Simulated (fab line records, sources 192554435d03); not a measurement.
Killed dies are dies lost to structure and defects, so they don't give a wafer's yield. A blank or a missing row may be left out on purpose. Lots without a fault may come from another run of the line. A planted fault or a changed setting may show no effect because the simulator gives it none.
Which tool did it? | flow n5_finfet | 12 lots, 36 wafers sampled, at 3 steps of a route of 1938

WHAT THE GAUGES READ, wafer by wafer
N5_GATE_CUT_OVL_MEAS_14.
lot  | measured     | on         | GATE_CUT_OVL (nm)
L075 | day 4 21:09  | overlay-01 | -0.7 -1.3 -0.7
L077 | day 5 08:02  | overlay-02 | 0.2 0.3 0.0
L079 | day 5 20:25  | overlay-02 | -1.0 -0.8 -1.4
L081 | day 6 05:17  | overlay-02 | -1.6 -1.1 -1.1
L083 | day 6 19:28  | overlay-02 | 0.6 0.4 0.0
L085 | day 7 06:53  | overlay-01 | -0.1 -0.3 -0.8
L087 | day 7 18:23  | overlay-01 | -1.3 -1.0 -0.6
L089 | day 8 07:22  | overlay-02 | -0.4 0.2 0.4
L091 | day 8 19:34  | overlay-02 | -0.8 -0.3 -0.9
L093 | day 9 05:36  | overlay-01 | -0.2 0.1 0.9
L095 | day 9 17:09  | overlay-01 | -0.3 -0.3 -0.1
L097 | day 10 04:28 | overlay-02 | 0.5 0.5 -0.2

WHICH TOOL RAN EACH LOT (tool, then ch and the chambers of the sampled wafers, then the start)
lot  | N5_HKMG_FIN_W_FILL_22        | N5_GATE_CUT_ETCH_58
L075 | cvd_w-02 ch 0,1, day 4 15:13 | rie_diel-01 ch 0,1,2, day 4 16:22
L077 | cvd_w-02 ch 0,1, day 5 03:28 | rie_diel-03 ch 2,3, day 5 04:37
L079 | cvd_w-02 ch 0,1, day 5 15:59 | rie_diel-01 ch 0,1, day 5 17:08
L081 | cvd_w-02 ch 0,1, day 6 00:46 | rie_diel-01 ch 1,2, day 6 02:00
L083 | cvd_w-01 ch 0,1, day 6 14:55 | rie_diel-01 ch 1,2,3, day 6 16:10
L085 | cvd_w-02 ch 0,1, day 7 02:27 | rie_diel-03 ch 1,2,3, day 7 03:36
L087 | cvd_w-01 ch 0,1, day 7 13:56 | rie_diel-03 ch 0,1,3, day 7 15:07
L089 | cvd_w-01 ch 0,1, day 8 02:57 | rie_diel-01 ch 0,1,2, day 8 04:05
L091 | cvd_w-01 ch 0,1, day 8 13:31 | rie_diel-03 ch 1,2,3, day 8 14:41
L093 | cvd_w-01 ch 0,1, day 9 00:49 | rie_diel-01 ch 0,3, day 9 01:57
L095 | cvd_w-01 ch 0,1, day 9 12:34 | rie_diel-02 ch 0,1,3, day 9 13:52
L097 | cvd_w-02 ch 0,1, day 9 23:49 | rie_diel-01 ch 1,2,3, day 10 01:01
- N5_HKMG_FIN_W_FILL_22: material W, target thk 60 nm, time 18.2 s.
- N5_GATE_CUT_ETCH_58: etches SiNx in CH3F/O2, target depth 17 nm, time 128.6 s.

THE ANSWER, worked out from the rows above alone
Rule: what is usual is taken from the lots themselves. Put in order of their means at a reading, lots are off if they are a third of the lots or fewer, leave a main group of 4 or more, and stand apart from it by a gap of 3 or more times the standard deviation of the main group's means; of several such gaps the widest counts. A main group whose means are all the same, to the digits that the tables above print for the reading, isn't used. A lot without any number at a reading at which 4 lots or more have one is off too. The other lots that the step has rows for count as sound.
No lot is off at any reading shown: from this, nothing can be told.

WHAT THE SIMULATOR HAD PUT IN
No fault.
